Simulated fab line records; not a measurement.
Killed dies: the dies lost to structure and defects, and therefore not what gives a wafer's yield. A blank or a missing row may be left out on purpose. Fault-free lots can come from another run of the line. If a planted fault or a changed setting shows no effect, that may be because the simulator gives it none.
What tool caused it? / flow nand_harc / 11 lots, 33 wafers sampled, at 5 steps of a route of 1302

== WHAT EACH GAUGE READ, for each wafer ==
NHARC_END_SORT_01. Usual: defect_limited_yield 91.9 %, standard deviation 2.7; killed_at_array 50, standard deviation 18; killed_at_other 0.8, standard deviation 1.1; killed_at_periphery 4.1, standard deviation 2.9; killed_dies 55, standard deviation 18; killed_open 3.5, standard deviation 1.9; killed_short 2.4, standard deviation 1.5; sort_bin_2_pct 2.8 %, standard deviation 1.2; sort_bin_3_pct 0.6 %, standard deviation 0.37; sort_bin_4_pct 4.7 %, standard deviation 1.5; sort_n_pass 622, standard deviation 18; sort_rim_yield_pct 90 %, standard deviation 4.4; sort_yield_pct 91.9 %, standard deviation 2.7.
lot=L314; measured=day 25 15:47; on=prober-01; defect_limited_yield (%)=93.1 93.5 93.9; killed_at_array=39 37 36; killed_at_other=0 1 1; killed_at_periphery=8 6 4; killed_dies=47 44 41; killed_open=6 6 1; killed_short=3 1 5; sort_bin_2_pct (%)=1.9 1.3 2.7; sort_bin_3_pct (%)=0.4 0.3 0.4; sort_bin_4_pct (%)=4.6 4.9 3.0; sort_n_pass=630 633 636; sort_rim_yield_pct (%)=93 92 92; sort_yield_pct (%)=93.1 93.5 93.9; flag=
lot=L313; measured=day 25 15:43; on=prober-02; defect_limited_yield (%)=91.0 91.0 89.7; killed_at_array=60 56 66; killed_at_other=0 0 2; killed_at_periphery=1 5 2; killed_dies=61 61 70; killed_open=6 5 2; killed_short=0 0 3; sort_bin_2_pct (%)=4.6 3.5 2.7; sort_bin_3_pct (%)=0.6 1.2 1.3; sort_bin_4_pct (%)=3.8 4.3 6.4; sort_n_pass=616 616 607; sort_rim_yield_pct (%)=89 88 82; sort_yield_pct (%)=91.0 91.0 89.7; flag=
lot=L315; measured=day 26 03:46; on=prober-02; defect_limited_yield (%)=88.6 89.4 89.7; killed_at_array=75 69 69; killed_at_other=0 0 0; killed_at_periphery=2 3 1; killed_dies=77 72 70; killed_open=5 2 3; killed_short=3 2 3; sort_bin_2_pct (%)=5.0 3.5 3.8; sort_bin_3_pct (%)=0.9 0.9 1.0; sort_bin_4_pct (%)=5.5 6.2 5.5; sort_n_pass=600 605 607; sort_rim_yield_pct (%)=86 87 86; sort_yield_pct (%)=88.6 89.4 89.7; flag=
lot=L319; measured=day 27 09:45; on=prober-02; defect_limited_yield (%)=85.4 88.0 87.6; killed_at_array=84 80 76; killed_at_other=1 0 0; killed_at_periphery=14 1 8; killed_dies=99 81 84; killed_open=6 2 5; killed_short=1 1 5; sort_bin_2_pct (%)=6.6 4.7 3.7; sort_bin_3_pct (%)=1.2 0.9 0.7; sort_bin_4_pct (%)=6.8 6.4 8.0; sort_n_pass=578 596 593; sort_rim_yield_pct (%)=78 84 86; sort_yield_pct (%)=85.4 88.0 87.6; flag=
lot=L326; measured=day 30 00:19; on=prober-01; defect_limited_yield (%)=86.9 84.0 85.2; killed_at_array=83 101 99; killed_at_other=0 0 0; killed_at_periphery=6 7 1; killed_dies=89 108 100; killed_open=2 4 3; killed_short=0 2 2; sort_bin_2_pct (%)=3.2 6.2 6.1; sort_bin_3_pct (%)=1.2 1.5 1.0; sort_bin_4_pct (%)=8.7 8.3 7.7; sort_n_pass=588 569 577; sort_rim_yield_pct (%)=81 81 77; sort_yield_pct (%)=86.9 84.0 85.2; flag=
lot=L330; measured=day 32 04:28; on=prober-01; defect_limited_yield (%)=91.1 91.6 90.7; killed_at_array=54 53 62; killed_at_other=1 1 0; killed_at_periphery=5 3 1; killed_dies=60 57 63; killed_open=2 1 3; killed_short=5 0 3; sort_bin_2_pct (%)=2.8 1.9 3.0; sort_bin_3_pct (%)=0.7 0.6 0.4; sort_bin_4_pct (%)=5.3 5.9 5.9; sort_n_pass=617 620 614; sort_rim_yield_pct (%)=90 90 88; sort_yield_pct (%)=91.1 91.6 90.7; flag=
lot=L333; measured=day 32 04:27; on=prober-02; defect_limited_yield (%)=93.2 94.8 95.7; killed_at_array=40 30 27; killed_at_other=0 1 0; killed_at_periphery=6 4 2; killed_dies=46 35 29; killed_open=3 2 1; killed_short=3 0 2; sort_bin_2_pct (%)=1.5 1.6 1.6; sort_bin_3_pct (%)=0.3 0.9 0; sort_bin_4_pct (%)=5.0 2.7 2.7; sort_n_pass=631 642 648; sort_rim_yield_pct (%)=90 94 96; sort_yield_pct (%)=93.2 94.8 95.7; flag=
lot=L331; measured=day 32 11:26; on=prober-01; defect_limited_yield (%)=92.0 89.4 90.7; killed_at_array=50 69 61; killed_at_other=1 0 0; killed_at_periphery=3 3 2; killed_dies=54 72 63; killed_open=4 6 4; killed_short=1 4 0; sort_bin_2_pct (%)=3.7 3.4 3.4; sort_bin_3_pct (%)=0.9 0.9 0.4; sort_bin_4_pct (%)=3.4 6.4 5.5; sort_n_pass=623 605 614; sort_rim_yield_pct (%)=90 88 86; sort_yield_pct (%)=92.0 89.4 90.7; flag=
lot=L332; measured=day 32 19:11; on=prober-01; defect_limited_yield (%)=90.5 88.9 91.1; killed_at_array=54 57 51; killed_at_other=2 4 1; killed_at_periphery=8 14 8; killed_dies=64 75 60; killed_open=2 6 3; killed_short=3 2 1; sort_bin_2_pct (%)=2.5 2.8 3.0; sort_bin_3_pct (%)=0.9 1.2 1.0; sort_bin_4_pct (%)=6.1 7.1 4.9; sort_n_pass=613 602 617; sort_rim_yield_pct (%)=89 89 89; sort_yield_pct (%)=90.5 88.9 91.1; flag=
lot=L334; measured=day 33 12:08; on=prober-02; defect_limited_yield (%)=93.2 93.2 93.4; killed_at_array=43 42 44; killed_at_other=1 0 0; killed_at_periphery=2 4 1; killed_dies=46 46 45; killed_open=2 3 3; killed_short=4 2 0; sort_bin_2_pct (%)=2.7 2.7 2.4; sort_bin_3_pct (%)=0.7 0.3 0.1; sort_bin_4_pct (%)=3.4 3.8 4.1; sort_n_pass=631 631 632; sort_rim_yield_pct (%)=92 92 91; sort_yield_pct (%)=93.2 93.2 93.4; flag=
lot=L336; measured=day 34 10:21; on=prober-02; defect_limited_yield (%)=94.4 94.1 94.1; killed_at_array=35 36 35; killed_at_other=1 2 1; killed_at_periphery=2 2 4; killed_dies=38 40 40; killed_open=7 3 2; killed_short=1 2 4; sort_bin_2_pct (%)=1.3 1.8 2.2; sort_bin_3_pct (%)=0.1 0.3 0.1; sort_bin_4_pct (%)=4.1 3.8 3.5; sort_n_pass=639 637 637; sort_rim_yield_pct (%)=92 95 90; sort_yield_pct (%)=94.4 94.1 94.1; flag=

== EACH LOT AND THE TOOL THAT RAN IT (in order: tool; ch and the chambers of the sampled wafers; start) ==
lot=L314; NHARC_A_BLC_CVD_24=cvd_w-02 ch 0,1, day 23 21:41 or earlier; NHARC_A_M0_DESCUM_14=rie_diel-01 ch 0,2,3, day 23 21:41; NHARC_A_M0_ETCH_34=rie_diel-01 ch 1,2,3, day 23 21:46; NHARC_A_M0_DEGAS_28=pvd_sputter-03, day 23 22:39
lot=L313; NHARC_A_BLC_CVD_24=cvd_w-02 ch 0,1, day 23 22:26 or earlier; NHARC_A_M0_DESCUM_14=rie_diel-01 ch 0,1,2, day 23 22:26; NHARC_A_M0_ETCH_34=rie_diel-01 ch 1,2,3, day 23 22:31; NHARC_A_M0_DEGAS_28=pvd_sputter-01, day 23 23:24
lot=L315; NHARC_A_BLC_CVD_24=cvd_w-02 ch 0,1, day 24 14:23 or earlier; NHARC_A_M0_DESCUM_14=rie_diel-11 ch 0,1, day 24 14:23; NHARC_A_M0_ETCH_34=rie_diel-11 ch 0,2, day 24 14:29; NHARC_A_M0_DEGAS_28=pvd_sputter-01, day 24 15:19
lot=L319; NHARC_A_BLC_CVD_24=cvd_w-02 ch 0,1, day 25 13:44 or earlier; NHARC_A_M0_DESCUM_14=rie_diel-08 ch 0,2,3, day 25 13:44; NHARC_A_M0_ETCH_34=rie_diel-08 ch 0,2,3, day 25 13:49; NHARC_A_M0_DEGAS_28=pvd_sputter-03, day 25 14:38
lot=L326; NHARC_A_BLC_CVD_24=cvd_w-01 ch 0,1, day 28 05:17 or earlier; NHARC_A_M0_DESCUM_14=rie_diel-01 ch 0,1,2, day 28 05:17; NHARC_A_M0_ETCH_34=rie_diel-01 ch 0,1,2, day 28 05:24; NHARC_A_M0_DEGAS_28=pvd_sputter-02, day 28 06:22
lot=L330; NHARC_A_BLC_CVD_24=cvd_w-02 ch 0,1, day 30 08:14 or earlier; NHARC_A_M0_DESCUM_14=rie_diel-08 ch 2,3, day 30 08:14; NHARC_A_M0_ETCH_34=rie_diel-08 ch 0,1,3, day 30 08:19; NHARC_A_M0_DEGAS_28=pvd_sputter-01, day 30 09:12
lot=L333; NHARC_A_BLC_CVD_24=cvd_w-02 ch 0,1, day 30 14:52 or earlier; NHARC_A_M0_DESCUM_14=rie_diel-11 ch 2,3, day 30 14:52; NHARC_A_M0_ETCH_34=rie_diel-11 ch 0,3, day 30 14:57; NHARC_A_M0_DEGAS_28=pvd_sputter-01, day 30 15:47
lot=L331; NHARC_A_BLC_CVD_24=cvd_w-02 ch 0,1, day 30 15:28 or earlier; NHARC_A_M0_DESCUM_14=rie_diel-01 ch 0,2,3, day 30 15:28; NHARC_A_M0_ETCH_34=rie_diel-01 ch 0,3, day 30 15:33; NHARC_A_M0_DEGAS_28=pvd_sputter-02, day 30 16:24
lot=L332; NHARC_A_BLC_CVD_24=cvd_w-02 ch 0, day 30 22:44 or earlier; NHARC_A_M0_DESCUM_14=rie_diel-01 ch 1,2,3, day 30 22:44; NHARC_A_M0_ETCH_34=rie_diel-01 ch 0,2,3, day 30 22:49; NHARC_A_M0_DEGAS_28=pvd_sputter-03, day 30 23:39
lot=L334; NHARC_A_BLC_CVD_24=cvd_w-02 ch 0,1, day 31 18:48 or earlier; NHARC_A_M0_DESCUM_14=rie_diel-08 ch 0,2,3, day 31 18:48; NHARC_A_M0_ETCH_34=rie_diel-08 ch 1,2,3, day 31 18:52; NHARC_A_M0_DEGAS_28=pvd_sputter-02, day 31 19:42
lot=L336; NHARC_A_BLC_CVD_24=cvd_w-02 ch 0,1, day 32 18:26 or earlier; NHARC_A_M0_DESCUM_14=rie_diel-08 ch 0,2,3, day 32 18:26; NHARC_A_M0_ETCH_34=rie_diel-08 ch 2,3, day 32 18:32; NHARC_A_M0_DEGAS_28=pvd_sputter-03, day 32 19:23
- NHARC_A_BLC_CVD_24: deposits W, target thk 150 nm, time 434 s.
- NHARC_A_M0_DESCUM_14: chemistry O2, time 3 s.
- NHARC_A_M0_ETCH_34: etches the open film in N2/H2, target depth 40 nm, overetch 12 nm, time 43.94 s.
- NHARC_A_M0_DEGAS_28: time 60 s.

== WHAT THE TOOLS THEMSELVES READ (means of the sampled wafers that have a number; where no wafer has one, the mark that the record gives instead) ==
NHARC_A_BLC_CVD_24. Usual: heater_power_w 465 W, standard deviation 47; throttle_valve_pct 7.93 %, standard deviation 0.24.
lot=L314; tool=cvd_w-02; heater_power_w (W)=422; throttle_valve_pct (%)=8.01; flag=
lot=L313; tool=cvd_w-02; heater_power_w (W)=428; throttle_valve_pct (%)=7.89; flag=
lot=L315; tool=cvd_w-02; heater_power_w (W)=421; throttle_valve_pct (%)=7.93; flag=
lot=L319; tool=cvd_w-02; heater_power_w (W)=424; throttle_valve_pct (%)=7.97; flag=
lot=L326; tool=cvd_w-01; heater_power_w (W)=529; throttle_valve_pct (%)=8.11; flag=
lot=L330; tool=cvd_w-02; heater_power_w (W)=428; throttle_valve_pct (%)=7.67; flag=
lot=L333; tool=cvd_w-02; heater_power_w (W)=436; throttle_valve_pct (%)=7.95; flag=
lot=L331; tool=cvd_w-02; heater_power_w (W)=441; throttle_valve_pct (%)=7.80; flag=
lot=L332; tool=cvd_w-02; heater_power_w (W)=445; throttle_valve_pct (%)=8.01; flag=
lot=L334; tool=cvd_w-02; heater_power_w (W)=429; throttle_valve_pct (%)=7.86; flag=
lot=L336; tool=cvd_w-02; heater_power_w (W)=424; throttle_valve_pct (%)=7.58; flag=

NHARC_A_M0_DESCUM_14. Usual: drypump_motor_current_A 5.9 A, standard deviation 0.52; o2_flow_sccm 200.1 sccm, standard deviation 0.6; oes_product_au 1.002 a.u., standard deviation 0.0073; rf_vpp_V 57.7 V, standard deviation 0.96; showerhead_plenum_p_Torr 1.90 Torr, standard deviation 0.089; throttle_valve_pct 11.311 %, standard deviation 0.0091.
lot=L314; tool=rie_diel-01; drypump_motor_current_A (A)=5.9; o2_flow_sccm (sccm)=199.8; oes_product_au (a.u.)=1.001; rf_vpp_V (V)=58.9; showerhead_plenum_p_Torr (Torr)=1.92; throttle_valve_pct (%)=11.314; flag=
lot=L313; tool=rie_diel-01; drypump_motor_current_A (A)=5.9; o2_flow_sccm (sccm)=200.2; oes_product_au (a.u.)=0.997; rf_vpp_V (V)=57.7; showerhead_plenum_p_Torr (Torr)=1.86; throttle_valve_pct (%)=11.321; flag=
lot=L315; tool=rie_diel-11; drypump_motor_current_A (A)=6.2; o2_flow_sccm (sccm)=200.0; oes_product_au (a.u.)=1.005; rf_vpp_V (V)=57.3; showerhead_plenum_p_Torr (Torr)=1.92; throttle_valve_pct (%)=11.313; flag=
lot=L319; tool=rie_diel-08; drypump_motor_current_A (A)=5.6; o2_flow_sccm (sccm)=199.9; oes_product_au (a.u.)=1.002; rf_vpp_V (V)=56.8; showerhead_plenum_p_Torr (Torr)=1.84; throttle_valve_pct (%)=11.305; flag=
lot=L326; tool=rie_diel-01; drypump_motor_current_A (A)=5.9; o2_flow_sccm (sccm)=200.6; oes_product_au (a.u.)=1.005; rf_vpp_V (V)=57.6; showerhead_plenum_p_Torr (Torr)=1.86; throttle_valve_pct (%)=11.306; flag=
lot=L330; tool=rie_diel-08; drypump_motor_current_A (A)=5.4; o2_flow_sccm (sccm)=200.0; oes_product_au (a.u.)=0.999; rf_vpp_V (V)=57.2; showerhead_plenum_p_Torr (Torr)=1.89; throttle_valve_pct (%)=11.316; flag=
lot=L333; tool=rie_diel-11; drypump_motor_current_A (A)=6.0; o2_flow_sccm (sccm)=199.8; oes_product_au (a.u.)=1.004; rf_vpp_V (V)=57.0; showerhead_plenum_p_Torr (Torr)=1.88; throttle_valve_pct (%)=11.314; flag=
lot=L331; tool=rie_diel-01; drypump_motor_current_A (A)=5.9; o2_flow_sccm (sccm)=200.2; oes_product_au (a.u.)=0.993; rf_vpp_V (V)=57.9; showerhead_plenum_p_Torr (Torr)=1.92; throttle_valve_pct (%)=11.323; flag=
lot=L332; tool=rie_diel-01; drypump_motor_current_A (A)=6.3; o2_flow_sccm (sccm)=199.7; oes_product_au (a.u.)=1.004; rf_vpp_V (V)=58.4; showerhead_plenum_p_Torr (Torr)=1.90; throttle_valve_pct (%)=11.304; flag=
lot=L334; tool=rie_diel-08; drypump_motor_current_A (A)=5.6; o2_flow_sccm (sccm)=199.7; oes_product_au (a.u.)=1.005; rf_vpp_V (V)=56.5; showerhead_plenum_p_Torr (Torr)=1.83; throttle_valve_pct (%)=11.309; flag=
lot=L336; tool=rie_diel-08; drypump_motor_current_A (A)=5.6; o2_flow_sccm (sccm)=199.8; oes_product_au (a.u.)=1.002; rf_vpp_V (V)=57.9; showerhead_plenum_p_Torr (Torr)=1.83; throttle_valve_pct (%)=11.303; flag=

NHARC_A_M0_ETCH_34. Usual: drypump_motor_current_A 5.9 A, standard deviation 0.51; oes_product_au 1.001 a.u., standard deviation 0.007; rf_vpp_V 429.9 V, standard deviation 2.6; run_length_s 65.2 s, standard deviation 0.39; showerhead_plenum_p_Torr 2.02 Torr, standard deviation 0.093; throttle_valve_pct 14.170 %, standard deviation 0.0087.
lot=L314; tool=rie_diel-01; drypump_motor_current_A (A)=6.3; oes_product_au (a.u.)=0.999; rf_vpp_V (V)=430.5; run_length_s (s)=65.0; showerhead_plenum_p_Torr (Torr)=2.03; throttle_valve_pct (%)=14.170; flag=
lot=L313; tool=rie_diel-01; drypump_motor_current_A (A)=6.3; oes_product_au (a.u.)=0.995; rf_vpp_V (V)=430.4; run_length_s (s)=65.1; showerhead_plenum_p_Torr (Torr)=2.03; throttle_valve_pct (%)=14.167; flag=
lot=L315; tool=rie_diel-11; drypump_motor_current_A (A)=5.6; oes_product_au (a.u.)=1.013; rf_vpp_V (V)=430.7; run_length_s (s)=65.1; showerhead_plenum_p_Torr (Torr)=2.01; throttle_valve_pct (%)=14.175; flag=
lot=L319; tool=rie_diel-08; drypump_motor_current_A (A)=5.6; oes_product_au (a.u.)=0.995; rf_vpp_V (V)=428.4; run_length_s (s)=60.7; showerhead_plenum_p_Torr (Torr)=1.96; throttle_valve_pct (%)=14.171; flag=OFF
lot=L326; tool=rie_diel-01; drypump_motor_current_A (A)=5.8; oes_product_au (a.u.)=0.995; rf_vpp_V (V)=429.0; run_length_s (s)=65.0; showerhead_plenum_p_Torr (Torr)=1.98; throttle_valve_pct (%)=14.166; flag=
lot=L330; tool=rie_diel-08; drypump_motor_current_A (A)=5.5; oes_product_au (a.u.)=1.005; rf_vpp_V (V)=430.6; run_length_s (s)=65.5; showerhead_plenum_p_Torr (Torr)=2.04; throttle_valve_pct (%)=14.175; flag=
lot=L333; tool=rie_diel-11; drypump_motor_current_A (A)=6.1; oes_product_au (a.u.)=0.999; rf_vpp_V (V)=431.1; run_length_s (s)=64.8; showerhead_plenum_p_Torr (Torr)=2.08; throttle_valve_pct (%)=14.173; flag=
lot=L331; tool=rie_diel-01; drypump_motor_current_A (A)=5.7; oes_product_au (a.u.)=1.000; rf_vpp_V (V)=431.7; run_length_s (s)=65.3; showerhead_plenum_p_Torr (Torr)=2.10; throttle_valve_pct (%)=14.171; flag=
lot=L332; tool=rie_diel-01; drypump_motor_current_A (A)=5.9; oes_product_au (a.u.)=0.999; rf_vpp_V (V)=430.7; run_length_s (s)=65.2; showerhead_plenum_p_Torr (Torr)=2.05; throttle_valve_pct (%)=14.173; flag=
lot=L334; tool=rie_diel-08; drypump_motor_current_A (A)=5.4; oes_product_au (a.u.)=1.010; rf_vpp_V (V)=431.8; run_length_s (s)=65.4; showerhead_plenum_p_Torr (Torr)=2.04; throttle_valve_pct (%)=14.173; flag=
lot=L336; tool=rie_diel-08; drypump_motor_current_A (A)=5.5; oes_product_au (a.u.)=1.003; rf_vpp_V (V)=427.9; run_length_s (s)=64.7; showerhead_plenum_p_Torr (Torr)=1.95; throttle_valve_pct (%)=14.167; flag=

NHARC_A_M0_DEGAS_28. Usual: heater_power_w reads 326 W (standard deviation 24).
lot=L314; tool=pvd_sputter-03; heater_power_w (W)=341; flag=
lot=L313; tool=pvd_sputter-01; heater_power_w (W)=319; flag=
lot=L315; tool=pvd_sputter-01; heater_power_w (W)=329; flag=
lot=L319; tool=pvd_sputter-03; heater_power_w (W)=335; flag=
lot=L326; tool=pvd_sputter-02; heater_power_w (W)=316; flag=
lot=L330; tool=pvd_sputter-01; heater_power_w (W)=335; flag=
lot=L333; tool=pvd_sputter-01; heater_power_w (W)=338; flag=
lot=L331; tool=pvd_sputter-02; heater_power_w (W)=328; flag=
lot=L332; tool=pvd_sputter-03; heater_power_w (W)=324; flag=
lot=L334; tool=pvd_sputter-02; heater_power_w (W)=331; flag=
lot=L336; tool=pvd_sputter-03; heater_power_w (W)=329; flag=

== THE ANSWER, worked out from the rows above alone ==
Rule: lot off if the mean of its wafers having a number is beyond 3 standard deviations from the usual mean. A lot without any number at a reading at which 4 lots or more have one is off too. The other lots that the step has rows for count as sound. After the gauges, taken in route order, come the tools' own readings; for these a lot's mean is taken, as printed above. The first step at which some lot is off is used, and at that step the reading that is off furthest; a lot without a number counts as furthest.
Off at NHARC_A_M0_ETCH_34 (run_length_s): L319.
A tool fits if, at that step or a process step before it, it ran every lot that is off, and no sound lot after the first of them. NHARC_A_BLC_CVD_24 gives no start for some lots, so the hours and the order of its lots are those of NHARC_A_M0_DESCUM_14. Of those tried, none fits.

== WHAT THE SIMULATOR PUT IN ==
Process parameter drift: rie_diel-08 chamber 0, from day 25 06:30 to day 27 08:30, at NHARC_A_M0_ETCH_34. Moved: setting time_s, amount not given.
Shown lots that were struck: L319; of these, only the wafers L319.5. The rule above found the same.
